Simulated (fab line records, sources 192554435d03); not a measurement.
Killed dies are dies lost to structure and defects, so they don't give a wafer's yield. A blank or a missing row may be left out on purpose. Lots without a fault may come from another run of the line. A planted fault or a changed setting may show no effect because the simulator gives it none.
One fault seen from 2 desks | flow n5_finfet | each desk has only its own numbers; what lay behind them comes last

THE METROLOGY DESK
What the gauges read, lot by lot, whatever tool the lot ran on: means of the sampled wafers that have a number. A lot is out of limits, marked OUT, if its mean lies more than 4 standard deviations from the usual mean; the brackets give that distance. Of its 18 readings 7 are shown: the one that was out of limits first, and those that lie furthest out on some lot.
Columns: A = DIBL_N at N5_BEOL_M4_RC_MEAS_101, usual 36.3 mV/V; B = IOFF_N at N5_BEOL_M4_RC_MEAS_101, usual 0.157 nA/um; C = IOFF_N_85C at N5_BEOL_M4_RC_MEAS_101, usual 3.1 nA/um; D = IOFF_N_LIN at N5_BEOL_M4_RC_MEAS_101, usual 0.073 nA/um; E = IOFF_P at N5_BEOL_M4_RC_MEAS_101, usual 0.22 nA/um; F = IOFF_P_85C at N5_BEOL_M4_RC_MEAS_101, usual 3.7 nA/um; G = IOFF_P_LIN at N5_BEOL_M4_RC_MEAS_101, usual 0.103 nA/um
lot  | first seen here | A               | B                | C              | D     | E    | F   | G
L843 | day 8 20:02     | 36.2            | 0.155            | 3.0            | 0.073 | 0.19 | 3.3 | 0.092
L847 | day 10 19:11    | 39.4            | 0.206            | 3.8            | 0.089 | 0.27 | 4.5 | 0.120
L849 | day 11 07:55    | 41.3 (+4.2) OUT | 0.253 (+4.8) OUT | 4.5 (+4.1) OUT | 0.102 | 0.34 | 5.4 | 0.150
L858 | day 13 11:48    | 35.5            | 0.155            | 3.1            | 0.072 | 0.24 | 4.0 | 0.113
This desk's finding: out of limits on L849; first on L849, day 11 07:55 (DIBL_N at N5_BEOL_M4_RC_MEAS_101). In limits: L843, L847, L858.

THE TOOL OWNER'S DESK: ald_sin-01
The tool's own readings at N5_SPACER0_ALD_07 (deposits SiNx, target thk 2 nm): means of the sampled wafers that have a number, for each lot that ran on this tool. A lot is out of limits, marked OUT, if its mean lies more than 4 standard deviations from the usual mean; the brackets give that distance.
Columns: A = heater_power_w at N5_SPACER0_ALD_07, usual 836 W
lot  | first seen here | A
L843 | day 3 14:31     | 841
L847 | day 4 14:47     | 839
L849 | day 5 00:35     | 828
This desk's finding: nothing out of limits on any of the 3 lots.

PUT TOGETHER
The metrology desk could have raised an alarm at day 11 07:55, on L849.
The tool owner's desk saw nothing out of limits.
The tool owner's desk has L849 on record, within its limits.
Of the lots named, all ran N5_SPACER0_ALD_07 on ald_sin-01.

WHAT THE SIMULATOR HAD PUT IN
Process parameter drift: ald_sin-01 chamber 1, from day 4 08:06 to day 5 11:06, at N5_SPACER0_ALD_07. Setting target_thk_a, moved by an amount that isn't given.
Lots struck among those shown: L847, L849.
Hours from the fault's start to each desk's first reading out of limits: the metrology desk, 168.
